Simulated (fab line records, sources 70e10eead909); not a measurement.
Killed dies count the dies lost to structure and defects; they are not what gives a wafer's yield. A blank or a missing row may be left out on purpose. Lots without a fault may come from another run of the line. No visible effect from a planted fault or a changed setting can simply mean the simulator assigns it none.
fab line records | flow nand_harc
record: lots: 12 | wafers: 36 | last_day: 24
route steps=1159 shown P_CONTACT@247 P_M0@266 END@1159
lots that met no fault: from a run of the same line without faults
start_h: the number of hours between the record's first day and the start of the first shown wafer of the lot | wait_h: how many hours have passed since the lot's step before this one | " unchanged from the row above | L1.1+2: a single row standing in for several wafers | - either no value or no given start | * or withheld: withheld | < > ~ a bound
route shown NAME@n: a module of which the file shows steps, and the number in the route of the first | usual: mean and standard deviation over wafers with no fault | same: alike in all rows | chamber/n: place in a boat | sites: per-site readings | _std_site: the values' standard deviation | _edge_site: outer sites' mean less inner sites' | radius_mm: for every site, how far away it sits from the centre of the wafer | mask NAME#n: copy n | behind: the last tool/chamber to shape the wafer | hold: the reason the lot was held/the length of the hold in hours/how it ended | device: whichever transistor did not switch (one of n, p or np) | end of line: the route-end tests of the same wafers | for a step that has no rows: nothing shown but its recipe | killed: at the first sort, the dies lost to defects and structure; wafer yield is something else | map: the dies of a wafer, with x for killed, . for not killed, _ for no die there
set.NAME: the run value of the setting; set.NAME@STEP: its run value at that earlier step | model.NAME: the simulator's own value behind a step, which no gauge read
the route's steps for a sample of lots (tables are steps, rows are wafers)
services: the hour from which a tool's chamber was out of use, counted from the record's first day as start_h (under 0 if before that day), plus the number of hours and why
== steps ==
step: NHARC_P_CONTACT_ALD_22
recipe: target_thk_a: 30 | pulse_time_s: 1 | ald_cycles: 150 | temp_c: 450 | material: TiN
usual: ald_cycles: 150/0 | heater_power_w: 1035/91 | precursor_pulse_height_rel: 1.000/0.019
same: pulse_time_s: 1
lot.wafer | tool         | chamber | start_h | wait_h | ald_cycles | heater_power_w | precursor_pulse_height_rel
L594.1    | ald_metal-03 | 0       | 110.29  | -      | 150        | 1196           | 1.004
L594.2    | "            | 1       | "       | "      | 150        | 945            | 0.978
L594.5    | "            | 2       | "       | "      | 150        | 989            | 1.004
L593.4    | ald_metal-01 | 3       | 112.76  | -      | 150        | 974            | 0.997
L593.1    | "            | 1       | "       | "      | 150        | 1157           | 1.016
L593.6    | "            | 2       | "       | "      | 150        | 1046           | 1.002
L596.2    | ald_metal-03 | 3       | 127.57  | -      | 150        | 941            | 0.999
L596.1    | "            | 0       | "       | "      | 150        | 1211           | 1.012
L596.6    | "            | 2       | "       | "      | 150        | 1024           | 1.020
L595.4    | ald_metal-04 | 2       | 128.02  | -      | 150        | 1117           | 1.002
L595.1    | "            | 3       | "       | "      | 150        | 915            | 0.989
L595.6    | "            | 2       | "       | "      | 150        | 1094           | 1.003
L603.3    | ald_metal-03 | 2       | 167.99  | -      | 150        | 1012           | 1.032
L603.5    | "            | 3       | "       | "      | 76         | 1006           | 0.994
L603.6    | "            | 0       | "       | "      | 150        | 1185           | 1.008
L604.3    | ald_metal-03 | 0       | 191.58  | -      | 150        | 1180           | 1.018
L604.1    | "            | 1       | "       | "      | 76         | 1012           | 1.002
L604.5    | "            | 0       | "       | "      | 76         | 1174           | 0.964
L608.3    | ald_metal-01 | 3       | 199.21  | -      | 150        | 961            | 0.971
L608.4    | "            | 0       | "       | "      | 150        | 923            | 1.015
L608.5    | "            | 2       | "       | "      | 150        | 1091           | 0.981
L607.4    | ald_metal-04 | 0       | 199.27  | -      | 150        | 1169           | 1.025
L607.3    | "            | 1       | "       | "      | 150        | 965            | 0.991
L607.1    | "            | 2       | "       | "      | 150        | 1120           | 1.004
L609.3    | ald_metal-01 | 3       | 208.50  | -      | 150        | 952            | 0.982
L609.1    | "            | 0       | "       | "      | 150        | 950            | 0.993
L609.4    | "            | 1       | "       | "      | 150        | 1211           | 0.993
L612.2    | ald_metal-01 | 1       | 227.97  | -      | 150        | 1183           | 0.996
L612.4    | "            | 2       | "       | "      | 150        | 1099           | 1.021
L612.6    | "            | 1       | "       | "      | 150        | 1135           | 0.999
L614.2    | ald_metal-04 | 0       | 239.64  | -      | 150        | 1103           | 1.001
L614.3    | "            | 2       | "       | "      | 150        | 1101           | 0.980
L614.1    | "            | 3       | "       | "      | 150        | 901            | 1.011
L616.1    | ald_metal-04 | 2       | 251.48  | -      | 150        | 1092           | 0.983
L616.4    | "            | 3       | "       | "      | 150        | 894            | 0.984
L616.5    | "            | 1       | "       | "      | 150        | 982            | 0.979
step: NHARC_P_M0_DESCUM_14
recipe: time_s: 3 | o2_flow_sccm: 200 | ar_flow_sccm: 0 | bias_power_w: 0 | chemistry: O2
usual: drypump_motor_current_A: 5.7/0.47 | mfc_ar_sccm: 0.008/0.015 | oes_product_au: 0.999/0.0084 | rf_vpp_V: 57.8/0.94 | showerhead_plenum_p_Torr: 1.94/0.098 | throttle_valve_pct: 11.313/0.0092
same: bias_power_w: 0
lot.wafer | tool        | chamber | start_h | wait_h | drypump_motor_current_A | mfc_ar_sccm | oes_product_au | rf_hours_counter_h | rf_vpp_V | showerhead_plenum_p_Torr | throttle_valve_pct
L594.1    | rie_diel-04 | 1       | 121.10  | 0.1    | 5.4                     | 0           | 0.989          | 0                  | 59.1     | 1.87                     | 11.311
L594.2    | "           | 2       | "       | "      | 6.3                     | 0.040       | 0.992          | 0                  | 59.6     | 1.98                     | 11.317
L594.5    | "           | 0       | "       | "      | 5.6                     | 0.035       | 0.991          | -                  | 58.1     | 1.91                     | 11.304
L593.1    | rie_diel-10 | 0       | 121.45  | 0.1    | 6.3                     | 0.003       | 1.007          | 10                 | 56.9     | 2.06                     | 11.301
L593.4    | "           | 2       | "       | "      | 6.4                     | 0           | 0.985          | 10                 | 59.3     | 2.05                     | 11.320
L593.6    | "           | 0       | "       | "      | 6.3                     | 0.003       | 0.999          | -                  | 57.1     | 2.07                     | 11.311
L595.4    | rie_diel-10 | 1       | 134.16  | 0.1    | 5.2                     | 0           | 1.005          | 11                 | 56.0     | 1.79                     | 11.323
L595.1    | "           | 2       | "       | "      | 6.4                     | 0           | 0.994          | 10                 | 58.8     | 2.05                     | 11.315
L595.6    | "           | 3       | "       | "      | 5.4                     | 0           | 1.011          | -                  | 56.8     | 1.96                     | 11.309
L596.1    | rie_diel-04 | 0       | 134.31  | 0.1    | 5.6                     | 0.035       | 0.983          | 0                  | 58.1     | 1.91                     | 11.302
L596.2    | "           | 2       | "       | "      | 6.3                     | 0.040       | 0.992          | 1                  | 58.4     | 1.98                     | 11.324
L596.6    | "           | 0       | "       | "      | 5.6                     | 0.035       | 0.989          | -                  | 58.3     | 1.91                     | 11.318
L603.3    | rie_diel-03 | 0       | 170.19  | 0.1    | 5.2                     | 0           | 0.988          | 7                  | 58.1     | 1.86                     | 11.307
L603.6    | "           | 3       | "       | "      | 5.4                     | 0.017       | 0.991          | -                  | 58.2     | 2.07                     | 11.299
L604.3    | rie_diel-10 | 0       | 194.02  | 0.1    | 6.3                     | 0.003       | 0.997          | 1                  | 58.1     | 2.06                     | 11.304
L608.3    | rie_diel-04 | 2       | 203.34  | 0.1    | 6.2                     | 0.040       | 0.993          | 7                  | 58.6     | 1.97                     | 11.317
L608.4    | "           | 0       | "       | "      | 5.7                     | 0.035       | 1.001          | 7                  | 57.3     | 1.90                     | 11.308
L608.5    | "           | 2       | "       | "      | 6.2                     | 0.040       | 1.008          | -                  | 57.5     | 1.97                     | 11.309
L607.4    | rie_diel-04 | 3       | 203.96  | 0.1    | 5.6                     | 0           | 0.998          | 7                  | 58.0     | 1.96                     | 11.313
L607.1    | "           | 0       | "       | "      | 5.6                     | 0.035       | 0.997          | 7                  | 58.7     | 1.90                     | 11.312
L607.3    | "           | 2       | "       | "      | 6.3                     | 0.040       | 0.994          | 7                  | 58.6     | 1.97                     | 11.297
L609.4    | rie_diel-10 | 1       | 213.03  | 0.1    | 5.2                     | 0           | 1.004          | 3                  | 56.3     | 1.79                     | 11.316
L609.3    | "           | 2       | "       | "      | 6.4                     | 0           | 1.000          | 3                  | 57.0     | 2.04                     | 11.313
L609.1    | "           | 3       | "       | "      | 5.3                     | 0           | 1.010          | 3                  | 57.8     | 1.96                     | 11.304
L612.4    | rie_diel-04 | 1       | 233.29  | 0.1    | 5.4                     | 0           | 0.994          | 9                  | 57.5     | 1.87                     | 11.304
L612.2    | "           | 3       | "       | "      | 5.7                     | 0           | 1.006          | 9                  | 57.1     | 1.96                     | 11.327
L612.6    | "           | 1       | "       | "      | 5.4                     | 0           | 0.998          | -                  | 56.9     | 1.87                     | 11.300
L614.2    | rie_diel-04 | 3       | 245.37  | 0.1    | 5.7                     | 0           | 1.002          | 10                 | 56.6     | 1.96                     | 11.301
L614.1    | "           | 0       | "       | "      | 5.6                     | 0.035       | 1.007          | 10                 | 56.4     | 1.90                     | 11.324
L614.3    | "           | 1       | "       | "      | 5.4                     | 0           | 1.006          | 10                 | 56.2     | 1.87                     | 11.302
L616.4    | rie_diel-10 | 0       | 255.34  | 0.1    | 6.3                     | 0.003       | 1.008          | 7                  | 58.9     | 2.06                     | 11.317
L616.1    | "           | 3       | "       | "      | 5.3                     | 0           | 1.011          | 6                  | 57.3     | 1.95                     | 11.321
L616.5    | "           | 1       | "       | "      | 5.2                     | 0           | 0.999          | -                  | 58.5     | 1.79                     | 11.324
step: NHARC_P_M0_ETCH_34
recipe: target_depth_a: 400 | overetch_a: 120 | time_s: 43.94 | ion_energy_ev: 200 | n2_flow_sccm: 150 | h2_flow_sccm: 150 | ar_flow_sccm: 0 | rf_w: 400 | bias_w: 150 | chemistry: N2/H2
usual: drypump_motor_current_A: 5.7/0.48 | mfc_ar_sccm: 0.008/0.015 | oes_product_au: 0.998/0.0073 | rf_vpp_V: 431.1/2.9 | showerhead_plenum_p_Torr: 2.06/0.11 | throttle_valve_pct: 14.173/0.0086
lot.wafer | tool        | chamber | start_h | wait_h | drypump_motor_current_A | mfc_ar_sccm | oes_product_au | rf_hours_counter_h | rf_vpp_V | showerhead_plenum_p_Torr | throttle_valve_pct
L594.1    | rie_diel-04 | 2       | 121.18  | 0.1    | 6.3                     | 0.040       | 0.987          | 0                  | 432.1    | 2.11                     | 14.174
L594.2    | "           | 3       | "       | "      | 5.7                     | 0           | 0.995          | 0                  | 431.4    | 2.10                     | 14.167
L594.5    | "           | 2       | "       | "      | 6.3                     | 0.040       | 0.999          | -                  | 432.2    | 2.11                     | 14.177
L593.4    | rie_diel-10 | 1       | 121.54  | 0.1    | 5.3                     | 0           | 1.000          | 10                 | 426.8    | 1.90                     | 14.176
L593.1    | "           | 3       | "       | "      | 5.3                     | 0           | 1.001          | 10                 | 431.6    | 2.09                     | 14.163
L593.6    | "           | 0       | "       | "      | 6.3                     | 0.003       | 0.999          | -                  | 432.7    | 2.21                     | 14.172
L595.4    | rie_diel-10 | 3       | 134.24  | 0.1    | 5.3                     | 0           | 0.998          | 11                 | 432.5    | 2.09                     | 14.187
L595.1    | "           | 1       | "       | "      | 5.3                     | 0           | 1.003          | 11                 | 427.7    | 1.90                     | 14.179
L595.6    | "           | 3       | "       | "      | 5.3                     | 0           | 1.005          | -                  | 431.0    | 2.09                     | 14.165
L596.1    | rie_diel-04 | 2       | 134.39  | 0.1    | 6.3                     | 0.040       | 0.989          | 1                  | 431.9    | 2.11                     | 14.164
L596.2    | "           | 3       | "       | "      | 5.7                     | 0           | 1.000          | 0                  | 431.6    | 2.10                     | 14.166
L596.6    | "           | 1       | "       | "      | 5.4                     | 0           | 1.002          | -                  | 428.7    | 2.00                     | 14.171
L603.3    | rie_diel-03 | 0       | 170.26  | 0.1    | 5.2                     | 0           | 0.996          | 7                  | 428.5    | 1.98                     | 14.167
L603.6    | "           | 0       | "       | "      | 5.2                     | 0           | 0.989          | -                  | 428.8    | 1.98                     | 14.185
L604.3    | rie_diel-10 | 2       | 194.08  | 0.1    | 6.4                     | 0           | 0.990          | 1                  | 434.6    | 2.18                     | 14.182
L608.3    | rie_diel-04 | 1       | 203.43  | 0.1    | 5.4                     | 0           | 1.001          | 7                  | 430.4    | 1.99                     | 14.160
L608.4    | "           | 2       | "       | "      | 6.3                     | 0.040       | 0.995          | 7                  | 432.9    | 2.11                     | 14.182
L608.5    | "           | 0       | "       | "      | 5.6                     | 0.035       | 0.996          | -                  | 430.9    | 2.03                     | 14.165
L607.1    | rie_diel-04 | 2       | 204.04  | 0.1    | 6.3                     | 0.040       | 1.001          | 7                  | 432.7    | 2.11                     | 14.160
L607.3    | "           | 3       | "       | "      | 5.7                     | 0           | 1.008          | 7                  | 432.8    | 2.09                     | 14.175
L607.4    | "           | 1       | "       | "      | 5.4                     | 0           | 1.003          | 7                  | 427.6    | 1.99                     | 14.176
L609.1    | rie_diel-10 | 1       | 213.11  | 0.1    | 5.2                     | 0           | 0.990          | 3                  | 428.1    | 1.90                     | 14.170
L609.3    | "           | 2       | "       | "      | 6.4                     | 0           | 0.992          | 3                  | 435.8    | 2.18                     | 14.168
L609.4    | "           | 0       | "       | "      | 6.3                     | 0.003       | 1.000          | 3                  | 434.8    | 2.20                     | 14.170
L612.4    | rie_diel-04 | 0       | 233.38  | 0.1    | 5.6                     | 0.035       | 0.999          | 10                 | 429.5    | 2.03                     | 14.158
L612.2    | "           | 2       | "       | "      | 6.2                     | 0.040       | 1.001          | 9                  | 432.8    | 2.11                     | 14.178
L612.6    | "           | 3       | "       | "      | 5.7                     | 0           | 1.002          | -                  | 432.7    | 2.09                     | 14.168
L614.2    | rie_diel-04 | 0       | 245.46  | 0.1    | 5.6                     | 0.035       | 0.990          | 10                 | 430.8    | 2.03                     | 14.175
L614.3    | "           | 1       | "       | "      | 5.4                     | 0           | 0.992          | 10                 | 428.1    | 1.99                     | 14.160
L614.1    | "           | 3       | "       | "      | 5.7                     | 0           | 0.997          | 10                 | 432.6    | 2.09                     | 14.192
L616.1    | rie_diel-10 | 3       | 255.43  | 0.1    | 5.3                     | 0           | 1.009          | 6                  | 430.6    | 2.09                     | 14.171
L616.4    | "           | 0       | "       | "      | 6.3                     | 0.003       | 0.996          | 7                  | 434.6    | 2.20                     | 14.166
L616.5    | "           | 1       | "       | "      | 5.2                     | 0           | 1.003          | -                  | 427.0    | 1.90                     | 14.172
step: NHARC_P_M0_STRIP_18
recipe: power_w: 1000 | n2_flow_sccm: 150 | h2_flow_sccm: 150 | ar_flow_sccm: 0 | bias_w: 0 | chemistry: N2/H2
usual: drypump_motor_current_A: 5.5/0.43 | mfc_ar_sccm: 0.008/0.013 | oes_product_au: 0.998/0.0087 | rf_vpp_V: 90.6/0.96 | showerhead_plenum_p_Torr: 2.04/0.11 | throttle_valve_pct: 14.172/0.0088
lot.wafer | tool        | chamber | start_h | wait_h | drypump_motor_current_A | mfc_ar_sccm | oes_product_au | rf_hours_counter_h | rf_vpp_V | showerhead_plenum_p_Torr | throttle_valve_pct
L594.1    | rie_diel-03 | 1       | 121.51  | 0.1    | 5.3                     | 0           | 0.986          | 5                  | 90.5     | 1.92                     | 14.158
L594.2    | "           | 2       | "       | "      | 5.0                     | 0.003       | 0.999          | 4                  | 90.5     | 1.91                     | 14.164
L594.5    | "           | 3       | "       | "      | 5.5                     | 0.017       | 0.989          | -                  | 92.4     | 2.21                     | 14.174
L593.1    | rie_diel-04 | 2       | 121.85  | 0.1    | 6.3                     | 0.040       | 1.007          | 0                  | 91.2     | 2.11                     | 14.173
L593.4    | "           | 3       | "       | "      | 5.7                     | 0           | 1.001          | 0                  | 90.5     | 2.10                     | 14.175
L593.6    | "           | 1       | "       | "      | 5.4                     | 0           | 1.001          | -                  | 89.4     | 2.00                     | 14.178
L595.4    | rie_diel-03 | 1       | 134.54  | 0.1    | 5.2                     | 0           | 1.000          | 6                  | 90.0     | 1.92                     | 14.177
L595.1    | "           | 2       | "       | "      | 5.0                     | 0.003       | 0.992          | 5                  | 89.7     | 1.91                     | 14.163
L595.6    | "           | 1       | "       | "      | 5.2                     | 0           | 1.004          | -                  | 89.8     | 1.92                     | 14.180
L596.2    | rie_diel-04 | 0       | 134.68  | 0.1    | 5.7                     | 0.035       | 0.995          | 0                  | 89.2     | 2.03                     | 14.176
L596.1    | "           | 3       | "       | "      | 5.6                     | 0           | 0.998          | 0                  | 90.8     | 2.10                     | 14.188
L596.6    | "           | 1       | "       | "      | 5.4                     | 0           | 1.000          | -                  | 89.5     | 2.00                     | 14.175
L603.3    | rie_diel-10 | 3       | 170.55  | 0.1    | 5.3                     | 0           | 1.006          | 13                 | 90.0     | 2.09                     | 14.167
L603.6    | "           | 0       | "       | "      | 6.3                     | 0.003       | 1.015          | -                  | 92.2     | 2.20                     | 14.177
L604.3    | rie_diel-10 | 2       | 194.42  | 0.1    | 6.4                     | 0           | 0.983          | 1                  | 90.6     | 2.18                     | 14.171
L608.3    | rie_diel-03 | 2       | 203.73  | 0.1    | 5.0                     | 0.003       | 0.996          | 9                  | 89.9     | 1.91                     | 14.165
L608.4    | "           | 0       | "       | "      | 5.2                     | 0           | 0.986          | 10                 | 90.9     | 1.98                     | 14.176
L608.5    | "           | 2       | "       | "      | 5.0                     | 0.003       | 0.995          | -                  | 91.1     | 1.91                     | 14.183
L607.3    | rie_diel-04 | 3       | 204.33  | 0.1    | 5.6                     | 0           | 1.004          | 7                  | 92.1     | 2.09                     | 14.178
L607.4    | "           | 0       | "       | "      | 5.7                     | 0.035       | 0.998          | 7                  | 91.3     | 2.03                     | 14.177
L607.1    | "           | 2       | "       | "      | 6.3                     | 0.040       | 1.001          | 7                  | 91.7     | 2.11                     | 14.172
L609.1    | rie_diel-03 | 3       | 213.39  | 0.1    | 5.4                     | 0.017       | 0.981          | 10                 | 91.4     | 2.21                     | 14.166
L609.4    | "           | 0       | "       | "      | 5.2                     | 0           | 1.001          | 11                 | 90.1     | 1.98                     | 14.174
L609.3    | "           | 2       | "       | "      | 5.0                     | 0.003       | 0.991          | 10                 | 90.1     | 1.91                     | 14.177
L612.2    | rie_diel-03 | 1       | 233.66  | 0.1    | 5.2                     | 0           | 1.001          | 0                  | 88.9     | 1.91                     | 14.179
L612.4    | "           | 2       | "       | "      | 5.0                     | 0.003       | 0.995          | 0                  | 90.0     | 1.91                     | 14.182
L612.6    | "           | 1       | "       | "      | 5.2                     | 0           | 1.004          | -                  | 90.8     | 1.91                     | 14.180
L614.2    | rie_diel-03 | 1       | 245.75  | 0.1    | 5.2                     | 0           | 0.996          | 1                  | 90.3     | 1.91                     | 14.180
L614.1    | "           | 2       | "       | "      | 5.0                     | 0.003       | 1.001          | 1                  | 88.7     | 1.91                     | 14.171
L614.3    | "           | 0       | "       | "      | 5.2                     | 0           | 1.008          | 2                  | 91.2     | 1.98                     | 14.176
L616.4    | rie_diel-10 | 2       | 255.71  | 0.1    | 6.4                     | 0           | 0.999          | 6                  | 91.7     | 2.18                     | 14.171
L616.1    | "           | 0       | "       | "      | 6.3                     | 0.003       | 1.008          | 7                  | 93.0     | 2.20                     | 14.168
L616.5    | "           | 2       | "       | "      | 6.4                     | 0           | 1.001          | -                  | 91.0     | 2.18                     | 14.175
step: NHARC_END_SORT_01
recipe: temp_c: 25
usual: killed_at_array: 26/9.6 | killed_at_other: 0.7/0.92 | killed_at_periphery: 3.8/2.7 | killed_dies: 31/10 | killed_open: 3.3/1.7 | killed_short: 1.8/1.3
same: gross_dies: 677
lot.wafer | tool      | chamber | start_h | wait_h | killed_at_array | killed_at_other | killed_at_periphery | killed_dies | killed_open | killed_short
L603.3    | prober-02 | 0       | 487.72  | 3.1    | 27              | 0               | 3                   | 30          | 0           | 1
L603.5    | prober-02 | 0       | 489.34  | 3.7    | 29              | 0               | 648                 | 677         | 4           | 1
L603.6    | prober-02 | 0       | 490.16  | 4.1    | 33              | 0               | 2                   | 35          | 2           | 1
L604.1    | prober-01 | 0       | 522.05  | 2.5    | 38              | 0               | 639                 | 677         | 4           | 1
L604.3    | prober-01 | 0       | 523.64  | 3.1    | 42              | 1               | 5                   | 48          | 3           | 2
L604.5    | prober-01 | 0       | 525.24  | 3.7    | 36              | 0               | 641                 | 677         | 3           | 1
killed by level:class
L603.3 A_CHANNEL_HOLE_D1:chamber_film_flake=16 A_SLIT:chamber_film_flake=8 A_ZERO_WELL:chamber_film_flake=3 P_GATE:geometric_particle:short=1 P_ZERO_WELL:chamber_film_flake=1 P_GATE:chamber_film_flake=1
L603.5 P_CONTACT:area_ald=643 A_CHANNEL_HOLE_D1:chamber_film_flake=18 A_SLIT:chamber_film_flake=6 P_GATE:geometric_particle:open=2 P_GATE:chamber_film_flake=2 P_CONTACT:geometric_particle:open=1 A_WL_FILL:geometric_particle:short=1 A_CONTACT:geometric_particle:open=1
L603.6 A_CHANNEL_HOLE_D1:chamber_film_flake=15 A_SLIT:chamber_film_flake=9 A_ZERO_WELL:chamber_film_flake=3 A_SGD_CUT:chamber_film_flake=2 P_M0:geometric_particle:open=1 A_ONON_D1:geometric_particle:open=1 A_CHANNEL_FILL_D1:geometric_particle:short=1 P_GATE:chamber_film_flake=1
L604.1 P_CONTACT:area_ald=638 A_CHANNEL_HOLE_D1:chamber_film_flake=14 A_SGD_CUT:chamber_film_flake=10 A_SLIT:chamber_film_flake=4 A_CONTACT:chamber_film_flake=4 A_CONTACT:geometric_particle:open=2 P_M1:geometric_particle:open=1 A_WL_FILL:geometric_particle:short=1
L604.3 A_CHANNEL_HOLE_D1:chamber_film_flake=22 A_SLIT:chamber_film_flake=7 A_STAIRCASE:chamber_film_flake=3 A_SGD_CUT:chamber_film_flake=3 A_CONTACT:geometric_particle:open=2 P_M1:chamber_film_flake=2 A_CHANNEL_FILL_D1:chamber_film_flake=2 A_CONTACT:chamber_film_flake=2
L604.5 P_CONTACT:area_ald=638 A_CHANNEL_HOLE_D1:chamber_film_flake=14 A_SLIT:chamber_film_flake=8 A_SGD_CUT:chamber_film_flake=5 A_CONTACT:chamber_film_flake=3 A_CHANNEL_FILL_D1:chamber_film_flake=2 P_M0:geometric_particle:open=1 P_M2:geometric_particle:open=1
== services ==
tool         | chamber | start_h | hours | kind
rie_diel-04  | 0       | 90.91   | -     | clean
rie_diel-04  | 1       | 90.91   | -     | clean
rie_diel-04  | 2       | 90.91   | -     | clean
rie_diel-04  | 3       | 90.91   | -     | clean
ald_metal-03 | -       | 100.98  | 0.5   | repair
ald_metal-01 | -       | 102.00  | 10.0  | pm
rie_diel-04  | -       | 111.90  | 9.0   | pm
rie_diel-04  | 0       | 111.90  | 9.0   | vent_cycle
rie_diel-04  | 1       | 111.90  | 9.0   | vent_cycle
rie_diel-04  | 2       | 111.90  | 9.0   | vent_cycle
rie_diel-04  | 3       | 111.90  | 9.0   | vent_cycle
rie_diel-10  | 3       | 140.47  | 2.4   | repair
ald_metal-03 | 3       | 141.61  | 2.1   | repair
ald_metal-03 | -       | 144.18  | 10.0  | pm
ald_metal-04 | 2       | 148.59  | 12.4  | repair
rie_diel-04  | -       | 156.17  | 0.5   | repair
rie_diel-10  | 0       | 157.93  | 1.7   | repair
rie_diel-10  | -       | 176.50  | 9.0   | pm
ald_metal-01 | 0       | 209.83  | 4.6   | repair
rie_diel-03  | -       | 215.30  | 9.0   | pm
ald_metal-04 | -       | 228.00  | 10.0  | pm
ald_metal-01 | 1       | 230.54  | 24.5  | repair
rie_diel-04  | 1       | 240.22  | 2.9   | repair
rie_diel-03  | 1       | 247.50  | 10.4  | repair
== key ==
first_sign: step: NHARC_P_CONTACT_ALD_22 | reading: ald_cycles | direction: down | sigmas: 99+ | usual: 150 | struck: 76
effect: step: NHARC_END_SORT_01 | reading: killed_at_periphery | direction: up | sigmas: 99+ | usual: 3.8 | struck: 642.7
more_kills_born_at: NHARC_P_CONTACT_ALD_22@ald_metal-03: 1919
met_at NHARC_P_CONTACT_ALD_22
struck_lots L603,L604
struck_wafers L603.5,L604.1,L604.5
later_rows_left_out L603.5,L604.1,L604.5
tester_left_out L603,L604
not_acting_at NHARC_P_M0_DESCUM_14,NHARC_P_M0_ETCH_34,NHARC_P_M0_STRIP_18
onset_between 127.57 167.99
fault: kind: process_parameter_drift | tool: ald_metal-03 | chamber: - | onset_h: 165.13 | steps: NHARC_P_CONTACT_ALD_22 | channel: ald_cycles | offset: -74 | shape: step | end_h: 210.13 | scope: struck_wafers_only | acts_in: these_recipes_only | stated: 150
tester_left_out: of these lots the tester's yield and bins aren't shown, on N5 and GAA mostly nor the transistor test; their killed dies are dies lost to structure and defects alone, not to doping, threshold or leakage, so they don't give the yield
later_rows_left_out: the simulator's readings of these wafers behind a module that went badly wrong aren't trusted and aren't shown, but for the sort
